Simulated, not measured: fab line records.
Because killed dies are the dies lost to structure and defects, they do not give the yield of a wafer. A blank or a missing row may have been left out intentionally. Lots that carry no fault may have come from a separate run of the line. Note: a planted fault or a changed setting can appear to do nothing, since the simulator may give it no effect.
fab line records    flow n5Finfet    part 2 of 2: steps 5 to 6 of 6
[record] lots = 23  wafers = 69  lastDay = 18
route steps=1938 shown BEOL_M4@1097 BEOL_M5@1129
lots that met no fault: taken from a fault-free run of the same line
startH: hours from the record's first day to the start of the lot's first wafer shown    waitH: hours since the lot's step before    " the same as in the row above    L1.1+2: a single row standing in for several wafers    - no value present, or no start provided    * or withheld: withheld    < > ~ a bound
route shown NAME@n: a module of which the file shows steps, and the number in the route of the first    usual: mean/standard deviation taken from wafers without a fault    same: alike in all rows    chamber/n: place in a boat    sites: each site's reading    _std_site: the standard deviation of these    _edge_site: inner sites' mean taken away from outer sites' mean    radiusMm: how far each site lies from the wafer's centre    mask NAME#n: copy n    behind: the last tool/chamber to shape the wafer    hold: reason for holding the lot/hours on hold/outcome of the hold    device: the transistor (n, p or np) that didn't switch    end of line: tests run on the same wafers once the route is complete    a step without rows: its recipe alone    killed: count of dies lost to structure and defects at first sort (not the wafer's yield)    map: per-die view of a wafer (x killed, . not killed, _ where there is no die)
set.NAME: the setting the step ran with; set.NAME@STEP: the setting that earlier step ran with    model.NAME: the simulator's own value behind a step, which no gauge read
a sample of lots followed through the steps of the route, with each step as a table and each wafer as a row
services: from which hour (startH, from the record's first day; less than 0 if before it) a tool's chamber was out of use, for how many hours, and why
[[steps]]
[step N5_BEOL_M5_ETCH_62]
[recipe] chemistry = N2/H2  target = SOC  targetDepthA = 750  overetchA = 150  maskMaterial = SiARC  tempC = 40  timeS = 112.5  ionEnergyEv = 200  pressureMtorr = 30  sourceW = 840  biasW = 150  n2FlowSccm = 200  h2FlowSccm = 200
[usual] biasW = 150.1/0.49  drypumpMotorCurrentA = 5.8/0.44  h2FlowSccm = 200.0/0.64  oesProductAu = 0.64/0.068  rfVppV = 522.5/1.6  showerheadPlenumPTorr = 2.49/0.051  throttleValvePct = 17.89/0.22
[same] timeS = 112.5
lot.wafer  tool        chamber  startH  waitH  biasW  drypumpMotorCurrentA  h2FlowSccm  oesProductAu  rfHoursCounterH  rfVppV  showerheadPlenumPTorr  throttleValvePct
L074.2     rieDiel-01  0        166.05  0.0    150.4  6.1                   199.3       0.73          13               522.1   2.49                   17.57
L074.3     "           2        "       "      150.3  6.0                   200.9       0.75          4                523.6   2.51                   17.95
L074.4     "           0        "       "      149.0  6.1                   199.6       0.73          -                522.3   2.49                   17.57
L076.1     rieDiel-01  0        168.70  0.0    150.0  6.1                   201.1       0.73          14               521.6   2.49                   17.58
L076.2     "           1        "       "      150.8  5.9                   199.6       0.69          61               522.1   2.46                   17.47
L076.4     "           2        "       "      150.6  6.0                   200.5       0.75          -                522.8   2.51                   17.96
L075.3     rieDiel-01  3        186.81  0.0    149.6  6.6                   200.4       0.58          156              523.9   2.55                   17.85
L075.4     "           1        "       "      149.9  5.8                   200.2       0.68          66               522.2   2.46                   17.48
L075.5     "           1        "       "      150.8  5.8                   200.4       0.68          -                521.2   2.46                   17.47
L077.1     rieDiel-06  3        186.97  0.0    149.1  5.0                   200.7       0.60          174              520.7   2.42                   17.93
L077.4     "           1        "       "      150.0  5.3                   199.9       0.57          209              520.3   2.42                   17.89
L077.6     "           3        "       "      148.5  5.0                   200.7       0.60          -                521.4   2.42                   17.91
L078.3     rieDiel-03  3        191.17  0.0    149.6  5.0                   200.9       0.56          211              518.9   2.41                   17.93
L078.5     "           2        "       "      149.8  5.6                   198.7       0.58          -                522.9   2.52                   18.19
L078.6     "           3        "       "      149.9  5.0                   200.6       0.57          -                520.5   2.41                   17.91
L079.1     rieDiel-06  0        202.99  0.0    149.9  6.2                   200.6       0.68          54               522.3   2.48                   17.56
L079.2     "           2        "       "      149.4  5.8                   199.6       0.57          184              522.7   2.52                   17.94
L079.6     "           3        "       "      150.5  5.0                   199.5       0.59          -                520.7   2.42                   17.93
L081.2     rieDiel-03  3        212.32  0.0    150.6  5.0                   199.4       0.56          218              520.9   2.41                   17.95
L081.4     "           2        "       "      150.6  5.6                   199.4       0.58          199              523.7   2.52                   18.20
L081.5     "           1        "       "      150.5  5.6                   199.6       0.54          -                523.3   2.51                   18.40
L082.4     rieDiel-06  0        217.35  0.0    149.9  6.2                   199.4       0.68          59               521.3   2.47                   17.57
L082.5     "           3        "       "      149.6  5.0                   199.7       0.59          -                520.1   2.42                   17.93
L082.6     "           2        "       "      150.5  5.8                   199.5       0.57          -                524.0   2.52                   17.98
L080.1     rieDiel-06  3        221.00  0.0    150.6  5.0                   201.0       0.58          182              520.9   2.42                   17.94
L080.2     "           0        "       "      150.1  6.2                   198.9       0.68          60               521.8   2.47                   17.58
L080.4     "           0        "       "      149.7  6.2                   199.1       0.68          -                521.1   2.47                   17.56
L084.3     rieDiel-03  1        226.95  0.0    149.2  5.6                   199.5       0.54          246              522.9   2.51                   18.41
L084.5     "           2        "       "      150.1  5.6                   199.7       0.58          -                523.8   2.52                   18.21
L084.6     "           0        "       "      150.2  6.0                   199.9       0.70          -                525.9   2.59                   17.91
L085.1     rieDiel-01  2        242.03  0.0    150.7  6.1                   200.3       0.70          29               523.0   2.50                   18.01
L085.3     "           0        "       "      150.2  6.1                   199.6       0.70          36               522.5   2.48                   17.61
L085.5     "           2        "       "      151.0  6.1                   199.5       0.71          -                522.0   2.50                   18.00
L086.1     rieDiel-06  2        256.14  0.0    150.7  5.8                   201.0       0.57          197              523.0   2.51                   17.98
L086.2     "           3        "       "      149.9  5.0                   201.5       0.58          197              520.6   2.42                   17.96
L086.3     "           0        "       "      150.1  6.2                   199.8       0.67          74               521.2   2.47                   17.59
L087.1     rieDiel-01  1        259.68  0.0    150.3  5.8                   199.5       0.65          91               521.1   2.45                   17.51
L087.3     "           3        "       "      149.4  6.7                   200.2       0.57          181              522.9   2.54                   17.91
L087.4     "           2        "       "      149.7  6.0                   199.9       0.69          36               522.6   2.49                   18.02
L088.1     rieDiel-01  3        263.00  0.0    149.6  6.7                   200.6       0.57          183              523.8   2.53                   17.90
L088.4     "           1        "       "      150.5  5.9                   200.4       0.65          92               522.1   2.45                   17.51
L088.5     "           3        "       "      149.8  6.7                   200.7       0.58          -                524.6   2.54                   17.90
L090.3     rieDiel-06  1        268.71  0.0    149.8  5.3                   200.1       0.56          234              520.2   2.41                   17.92
L090.4     "           3        "       "      149.8  5.0                   198.3       0.58          202              520.1   2.41                   17.96
L090.6     "           2        "       "      150.5  5.8                   199.3       0.56          -                525.4   2.51                   17.99
L091.2     rieDiel-03  1        276.43  0.0    150.0  5.6                   200.0       0.76          3                521.5   2.50                   18.01
L091.3     "           3        "       "      149.5  5.0                   199.9       0.55          232              519.6   2.40                   17.94
L091.6     "           3        "       "      149.2  5.0                   200.5       0.56          -                520.2   2.40                   17.97
L089.3     rieDiel-01  3        280.53  0.0    149.2  6.7                   199.8       0.57          189              526.0   2.53                   17.90
L089.5     "           1        "       "      150.8  5.8                   199.9       0.66          -                520.3   2.44                   17.54
L089.6     "           0        "       "      150.2  6.1                   199.4       0.67          -                521.7   2.47                   17.66
L092.2     rieDiel-03  2        287.18  0.0    151.0  5.6                   200.0       0.56          217              522.6   2.51                   18.22
L092.3     "           0        "       "      149.8  6.0                   200.0       0.68          56               523.5   2.58                   17.95
L092.4     "           3        "       "      149.6  5.0                   199.9       0.56          233              520.4   2.40                   17.98
L094.1     rieDiel-03  0        288.11  0.0    151.0  6.0                   201.0       0.67          56               525.7   2.58                   17.96
L094.2     "           2        "       "      151.0  5.6                   199.6       0.56          218              522.3   2.51                   18.25
L094.4     "           3        "       "      149.3  5.0                   199.3       0.56          233              521.1   2.40                   17.96
L093.1     rieDiel-03  2        289.79  0.0    149.8  5.6                   199.7       0.56          218              523.5   2.51                   18.24
L093.2     "           1        "       "      150.4  5.7                   200.0       0.75          6                524.0   2.50                   18.01
L093.4     "           0        "       "      150.7  6.0                   199.4       0.68          58               525.1   2.58                   17.94
L095.2     rieDiel-01  0        291.94  0.0    150.3  6.1                   199.6       0.68          55               522.7   2.47                   17.66
L095.3     "           3        "       "      150.0  6.7                   199.6       0.56          195              524.3   2.53                   17.91
L095.4     "           2        "       "      150.1  6.0                   200.6       0.67          50               523.3   2.49                   18.03
L096.3     rieDiel-03  3        311.70  0.0    150.7  5.1                   200.4       0.56          242              519.3   2.40                   17.95
L096.5     "           1        "       "      150.5  5.7                   200.1       0.72          -                523.2   2.50                   18.01
L096.6     "           0        "       "      149.8  6.0                   201.2       0.67          -                523.2   2.58                   17.96
L097.1     rieDiel-03  2        314.53  0.0    150.0  5.6                   198.9       0.56          226              522.6   2.51                   18.23
L097.4     "           0        "       "      150.3  6.0                   199.6       0.67          66               523.6   2.58                   17.96
L097.5     "           0        "       "      149.4  6.0                   199.0       0.67          -                525.6   2.58                   17.95
[step N5_BEOL_M5_STRIP_36]
[recipe] chemistry = N2/H2  powerW = 450  tempC = 40  pressureMtorr = 20  rfFrequencyHz = 6e+07  overashFraction = 0.3  biasPowerW = 7  h2Frac = 0.5  n2FlowSccm = 200  h2FlowSccm = 200
[usual] drypumpMotorCurrentA = 5.8/0.47  h2FlowSccm = 200.0/0.6  oesProductAu = 0.80/0.087  rfVppV = 59.2/1.5  showerheadPlenumPTorr = 2.49/0.054  throttleValvePct = 23.74/0.28
lot.wafer  tool        chamber  startH  waitH  drypumpMotorCurrentA  h2FlowSccm  oesProductAu  rfHoursCounterH  rfVppV  showerheadPlenumPTorr  throttleValvePct
L074.2     rieDiel-03  2        169.48  0.0    5.6                   199.5       0.72          187              60.1    2.52                   23.94
L074.3     "           1        "       "      5.7                   199.9       0.69          229              60.4    2.51                   24.14
L074.4     "           2        "       "      5.6                   199.6       0.72          -                57.7    2.52                   23.95
L076.1     rieDiel-01  1        169.83  0.0    5.9                   199.0       0.88          62               58.4    2.45                   23.17
L076.2     "           0        "       "      6.1                   199.8       0.93          15               61.1    2.48                   23.34
L076.4     "           1        "       "      5.9                   198.9       0.86          -                58.3    2.45                   23.23
L075.3     rieDiel-06  1        187.82  0.0    5.3                   200.1       0.71          209              59.7    2.42                   23.84
L075.4     "           3        "       "      5.0                   200.2       0.75          174              55.8    2.42                   23.67
L075.5     "           3        "       "      5.0                   199.3       0.75          -                58.9    2.42                   23.68
L077.1     rieDiel-01  3        188.12  0.0    6.7                   198.8       0.74          156              57.8    2.54                   23.78
L077.4     "           1        "       "      5.9                   200.8       0.86          67               58.5    2.45                   23.23
L077.6     "           2        "       "      6.0                   199.1       0.93          -                59.5    2.50                   24.09
L078.3     rieDiel-03  3        192.99  0.0    5.0                   199.4       0.71          212              58.8    2.41                   23.66
L078.5     "           2        "       "      5.6                   200.4       0.72          -                58.6    2.52                   23.91
L078.6     "           3        "       "      5.0                   199.2       0.72          -                57.8    2.41                   23.65
L079.1     rieDiel-06  3        204.00  0.0    5.0                   200.4       0.75          178              59.8    2.42                   23.69
L079.2     "           1        "       "      5.3                   200.5       0.71          212              60.1    2.42                   23.83
L079.6     "           3        "       "      5.0                   200.4       0.74          -                59.5    2.42                   23.69
L081.2     rieDiel-03  2        214.10  0.0    5.6                   200.1       0.71          200              56.4    2.52                   23.95
L081.4     "           0        "       "      6.0                   200.6       0.89          37               60.6    2.59                   23.81
L081.5     "           0        "       "      6.0                   198.9       0.89          -                61.7    2.59                   23.84
L082.4     rieDiel-03  0        219.75  0.0    6.0                   199.9       0.90          39               59.7    2.59                   23.85
L082.5     "           3        "       "      5.0                   199.9       0.71          -                60.1    2.40                   23.66
L082.6     "           0        "       "      6.0                   200.6       0.90          -                61.7    2.59                   23.87
L080.1     rieDiel-06  2        226.32  0.0    5.8                   200.1       0.72          191              60.1    2.51                   23.65
L080.2     "           3        "       "      5.0                   199.1       0.74          184              60.1    2.42                   23.72
L080.4     "           0        "       "      6.2                   200.1       0.86          -                58.9    2.47                   23.39
L084.3     rieDiel-01  2        229.85  0.0    6.1                   199.8       0.89          25               60.3    2.49                   24.11
L084.5     "           3        "       "      6.6                   200.4       0.73          -                61.2    2.54                   23.76
L084.6     "           2        "       "      6.0                   200.1       0.87          -                56.1    2.49                   24.12
L085.1     rieDiel-06  0        244.25  0.0    6.2                   199.5       0.84          69               58.1    2.47                   23.39
L085.3     "           1        "       "      5.3                   200.2       0.72          223              58.2    2.41                   23.87
L085.5     "           3        "       "      5.0                   200.1       0.74          -                60.1    2.41                   23.72
L086.1     rieDiel-06  2        257.95  0.0    5.8                   200.1       0.72          197              58.5    2.51                   23.68
L086.2     "           0        "       "      6.2                   198.3       0.83          75               60.7    2.46                   23.39
L086.3     "           1        "       "      5.3                   200.3       0.70          230              61.3    2.41                   23.87
L087.1     rieDiel-01  0        261.26  0.0    6.1                   199.7       0.85          43               60.1    2.47                   23.37
L087.3     "           2        "       "      6.1                   199.9       0.86          37               57.8    2.49                   24.16
L087.4     "           3        "       "      6.7                   200.5       0.71          182              56.4    2.53                   23.79
L088.1     rieDiel-01  2        264.66  0.0    6.1                   198.6       0.87          38               59.8    2.49                   24.14
L088.4     "           0        "       "      6.1                   200.6       0.85          45               58.5    2.47                   23.37
L088.5     "           3        "       "      6.7                   200.1       0.72          -                59.4    2.53                   23.78
L090.3     rieDiel-03  3        270.75  0.0    5.0                   201.5       0.69          230              58.0    2.40                   23.68
L090.4     "           1        "       "      5.7                   199.2       0.96          -                58.9    2.50                   23.92
L090.6     "           0        "       "      6.0                   199.8       0.88          -                59.9    2.58                   23.85
L091.2     rieDiel-01  2        278.34  0.0    6.0                   199.9       0.87          43               61.0    2.49                   24.16
L091.3     "           3        "       "      6.7                   201.2       0.72          188              61.3    2.53                   23.78
L091.6     "           3        "       "      6.7                   199.9       0.73          -                61.3    2.53                   23.77
L089.3     rieDiel-01  2        284.58  0.0    6.1                   200.2       0.86          46               60.2    2.49                   24.15
L089.5     "           2        "       "      6.1                   199.5       0.85          -                58.7    2.49                   24.13
L089.6     "           1        "       "      5.9                   201.8       0.83          -                59.7    2.44                   23.28
L092.2     rieDiel-03  2        290.82  0.0    5.6                   200.1       0.70          219              58.6    2.51                   23.97
L092.3     "           3        "       "      5.0                   201.5       0.70          235              59.3    2.40                   23.65
L092.4     "           1        "       "      5.7                   199.7       0.93          6                58.7    2.50                   23.94
L094.1     rieDiel-03  2        291.32  0.0    5.6                   199.7       0.70          219              60.3    2.51                   23.94
L094.2     "           0        "       "      6.0                   200.5       0.88          58               56.9    2.58                   23.88
L094.4     "           3        "       "      5.0                   200.0       0.70          235              62.2    2.40                   23.64
L093.1     rieDiel-03  0        294.16  0.0    6.0                   200.3       0.86          60               59.8    2.58                   23.88
L093.2     "           1        "       "      5.6                   199.6       0.93          8                58.9    2.50                   23.94
L093.4     "           3        "       "      5.0                   199.4       0.70          236              63.5    2.40                   23.70
L095.2     rieDiel-01  3        295.24  0.0    6.7                   200.6       0.71          196              59.0    2.53                   23.79
L095.3     "           1        "       "      5.9                   200.7       0.82          105              59.3    2.44                   23.26
L095.4     "           0        "       "      6.1                   199.5       0.86          56               59.8    2.47                   23.38
L096.3     rieDiel-03  2        313.34  0.0    5.6                   200.2       0.70          226              58.2    2.51                   24.02
L096.5     "           0        "       "      6.0                   200.5       0.86          -                57.3    2.58                   23.88
L096.6     "           1        "       "      5.7                   200.2       0.91          -                60.7    2.49                   23.94
L097.1     rieDiel-03  2        315.77  0.0    5.6                   199.9       0.69          227              58.7    2.51                   23.99
L097.4     "           0        "       "      6.0                   200.1       0.86          67               60.4    2.58                   23.86
L097.5     "           3        "       "      5.0                   199.6       0.69          -                60.1    2.39                   23.66
[[services]]
tool        chamber  startH  hours  kind
pecvd-04    0        138.59  10.1   repair
rieDiel-01  2        143.72  -      clean
rieDiel-01  2        143.72  -      consumableReplace:focusRing
rieDiel-01  2        143.72  12.9   scheduledDown
rieDiel-01  2        143.72  12.9   ventCycle
rieDiel-01  3        161.64  11.6   repair
rieDiel-03  3        167.69  6.6    repair
rieDiel-06  -        193.26  2.8    pm
pecvd-03    2        207.63  5.5    scheduledDown
rieDiel-06  1        217.57  10.0   repair
pecvd-04    1        220.31  5.5    scheduledDown
rieDiel-03  3        222.21  10.9   repair
rieDiel-03  1        238.81  -      clean
rieDiel-03  1        238.81  -      consumableReplace:focusRing
rieDiel-03  1        238.81  25.4   scheduledDown
rieDiel-03  1        238.81  25.4   ventCycle
rieDiel-03  -        252.59  14.6   pm
pecvd-03    -        261.81  1.5    repair
pecvd-01    2        269.11  12.2   repair
rieDiel-03  2        270.09  9.5    repair
rieDiel-06  -        278.78  15.6   pm
pecvd-01    2        300.55  5.5    scheduledDown
